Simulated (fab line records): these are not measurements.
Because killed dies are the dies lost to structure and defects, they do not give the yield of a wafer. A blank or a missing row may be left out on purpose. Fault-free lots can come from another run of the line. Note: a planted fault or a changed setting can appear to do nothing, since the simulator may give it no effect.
Split-lot trial	flow n5-finfet	21 wafers read across 7 lots, on a route 1938 steps long

== SPLIT DETAILS ==
At N5_BEOL_M11_PECVD_70 (deposits SiO2 from TEOS/O2, target thk 20 nm, time 22.7 s), the setting time-s was moved away from the recipe's 22.7 s on 6 of the 21 wafers read, by -12.9% to +4.6%. The other wafers ran this setting at the recipe's value.

The split's own step is where the reading is taken.

== THE READING ==
SiO2_of_BEOL_M11_PECVD_70.thk-nm (the simulator's own value, which no gauge read), in nm, at N5_BEOL_M11_PECVD_70 (deposits SiO2 from TEOS/O2, target thk 20 nm, time 22.7 s). No usual value for it is given in the file. Here, 15 wafers ran the recipe; their average is 20.0 nm with a standard deviation of 0.22 nm.

wafer	tool, chamber at the split	time-s as run, s	against the recipe	SiO2_of_BEOL_M11_PECVD_70.thk-nm, nm	against lot-mates on the recipe
L074.1	pecvd-01, 1	22.7	recipe	19.8	-
L074.2	pecvd-01, 2	22.7	recipe	20	-
L074.5	pecvd-01, 2	22.7	recipe	20	-
L082.2	pecvd-03, 1,0	22.7	recipe	20.2	-
L082.5	pecvd-03, 1,0	22.7	recipe	20.2	-
L082.6	pecvd-03, 1	22.7	recipe	20.4	-
L084.4	pecvd-03, 0	22.7	recipe	20.2	-
L084.5	pecvd-03, 1	22.7	recipe	20.4	-
L084.6	pecvd-03, 2	22.7	recipe	20	-
L086.1	pecvd-04, 2	20.69	-8.9%	18	-2.2
L086.4	pecvd-04, 2	20.69	-8.9%	18.4	-1.8
L086.5	pecvd-04, 1	22.7	recipe	20.2	-
L091.1	pecvd-03, 0	23.75	+4.6%	20.6	+0.8
L091.4	pecvd-03, 2	22.7	recipe	19.6	-
L091.5	pecvd-03, 0	22.7	recipe	20	-
L092.3	pecvd-01, 1	22.7	recipe	19.8	-
L092.5	pecvd-01, 1	22.7	recipe	20	-
L092.6	pecvd-01, 2	23.61	+4.0%	20.2	+0.3
L093.3	pecvd-01, 2	22.7	recipe	19.8	-
L093.4	pecvd-01, 1	19.78	-12.9%	17.8	-2.0
L093.6	pecvd-01, 1	19.78	-12.9%	17.6	-2.2
Rows listing several chambers each stand for several wafers; the file does not say which wafer went through which chamber.

FIT RESULTS
A straight line over all 21 wafers: SiO2_of_BEOL_M11_PECVD_70.thk-nm changes by +0.178 nm for each +1% of time-s; r = +0.96; the points scatter about the line by 0.26 nm.
The same after taking each lot's own level away (the mean of its wafers on the recipe; 21 wafers): +0.177 nm for each +1%; r = +0.97; scatter 0.22 nm.
According to that fit, moving time-s by its largest amount changes the reading by 2.3 nm.
From 19.80 to 20.27 nm: that is the span of the lots' own levels, equal to 2.1 times the standard deviation above.
So the lot-to-lot level changes the slope little: the two slopes agree.
Check: with one of the wafers moved furthest among these (-12.9%) left out of the fit, the line predicts -2.46 nm for it against its lot-mates. Against them it came out at -2 nm.

== OTHER SPLITS APPLIED TO THESE WAFERS ==
Note: prior to the reading, these wafers also went through further splits. Each is held against what the fit with the lots' levels taken away leaves over:
other split on the same wafers	wafers away from the commonest value	r with SiO2_of_BEOL_M11_PECVD_70.thk-nm (lot level and that fit taken away)
N5_BEOL_M7_PECVD_70 temp-c	6	+0.11
N5_BEOL_M8_TRENCH_ETCH_37 source-w	7	+0.36
N5_BEOL_M9_ETCH_62 source-w	5	+0.01
N5_BEOL_M9_COAT_64 spin-rpm	7	-0.17

== FILE'S OWN FIT ==
SiO2_of_BEOL_M11_PECVD_70.thk-nm changes by +0.176 nm for each +1% of time-s, r = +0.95.
